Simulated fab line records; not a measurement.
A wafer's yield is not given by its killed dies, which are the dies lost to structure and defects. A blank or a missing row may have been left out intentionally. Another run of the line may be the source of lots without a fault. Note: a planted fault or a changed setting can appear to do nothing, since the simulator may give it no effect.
A struck lot beside a sound one :: flow n5Finfet :: 16 out of 1938 route steps
Sound: these wafers, L419.3, L419.4, L419.6. Struck: wafer L429.4; the same lot's L429.5 was not struck, so it is left out; see the end for the cause.
Order at every step that has rows: each side's tool, ch and its chambers, its first start. Under that, the readings that differ: sound wafers :: struck wafers :: difference of the means :: sigmas: that difference in standard deviations of wafers without a fault.
alike: same words and numbers on both sides, and readings whose means sit less than 2 such deviations apart. not compared: any withheld reading, any reading some wafer has no value for, any bound like >300 that may hide the same value, and any number with overlapping values for which the record gives no deviation.
The two part at a step that has a row with sigmas, a row that says differs or no value, or rows on one side only. Non-overlapping numbers with no deviation appear without sigmas and do not part them. Lack of a reading on every wafer of one side parts them only where that side has two or more wafers.

first, 8 steps without rows for these wafers: N5_BEOL_M2_COAT_68 (time 60 s, resist thk 12 nm); N5_BEOL_M2_COAT_76 (time 60 s, resist thk 5 nm); N5_BEOL_M2_COAT_22 (resist thk 30 nm); N5_BEOL_M2_EBR_24; N5_BEOL_M2_SOFTBAKE_23 (time 60 s); N5_BEOL_M2_EXPOSE_25 (exposes mask V1, defocus 5 nm); N5_BEOL_M2_PEB_26 (peb time 60 s); N5_BEOL_M2_DEVELOP_27 (develop time 30 s).
N5_BEOL_M2_CD_MEAS_28: target cd 26.2 nm, target cd y 24.1 nm.
  sound on cdSem-01 ch 0, day 6 22:02; struck on cdSem-02 ch 0, day 9 13:33
  alike: cdNm
N5_BEOL_M2_OVL_MEAS_29:
  sound on overlay-02 ch 0, day 6 22:04; struck on overlay-01 ch 0, day 9 13:35
  alike: V1_OVL
N5_BEOL_M2_INSPECT_30: inspects for defects (brightfield).
  sound: defectInspect-01 at day 6 22:07; struck: defectInspect-01 at day 9 13:38
  alike: rawDefectCount
N5_BEOL_M2_DESCUM_33: chemistry O2, time 7 s.
  sound on rieDiel-03 ch 0,1, day 6 22:11; struck on rieDiel-03 ch 3, day 9 13:40
  alike: drypumpMotorCurrentA, oesProductAu, rfVppV, showerheadPlenumPTorr, tempC, throttleValvePct
  not compared: rfHoursCounterH
N5_BEOL_M2_ETCH_77: etches underlayer in N2/H2, target depth 6.5 nm, time 5.2 s.
  sound on rieDiel-03 ch 0,1, day 6 22:14; struck on rieDiel-03 ch 3, day 9 13:42
reading: etchRfOnTimeS (s)
sound: 5.03 4.79 4.72
struck: 6.78
difference: +1.93
sigmas: +8

reading: oesProductAu (a.u.)
sound: 0.67 0.78 0.80
struck: 0.53
difference: -0.22
sigmas: -3
  alike: drypumpMotorCurrentA, rfVppV, showerheadPlenumPTorr, throttleValvePct
  not compared: rfHoursCounterH
N5_BEOL_M2_ETCH_69: etches SiARC in CF4, target depth 15.6 nm, time 26 s.
  sound on rieDiel-03 ch 0,1, day 6 22:14; struck on rieDiel-03 ch 3, day 9 13:43
  alike: drypumpMotorCurrentA, etchRfOnTimeS, oesProductAu, rfVppV, showerheadPlenumPTorr, throttleValvePct
  not compared: rfHoursCounterH
N5_BEOL_M4_RC_MEAS_101:
  sound on prober-01 ch 0, day 8 08:17; struck on prober-02 ch 0, day 10 23:12
  alike: DIBL_N, DIBL_P, IOFF_N, IOFF_P, ION_N, ION_P, SS_N, SS_P, VT_N, VT_P
N5_PASSIVATION_PROBE_49:
  the record has rows for the sound wafers here (prober-02, day 12 12:23) and none for the struck ones

## WHERE THEY PART
Earliest at N5_BEOL_M2_ETCH_77; latest, in this record, at N5_PASSIVATION_PROBE_49.

WHY: the cause the simulator had injected
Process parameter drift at N5_BEOL_M2_ETCH_77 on rieDiel-03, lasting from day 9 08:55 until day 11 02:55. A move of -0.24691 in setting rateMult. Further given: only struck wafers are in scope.
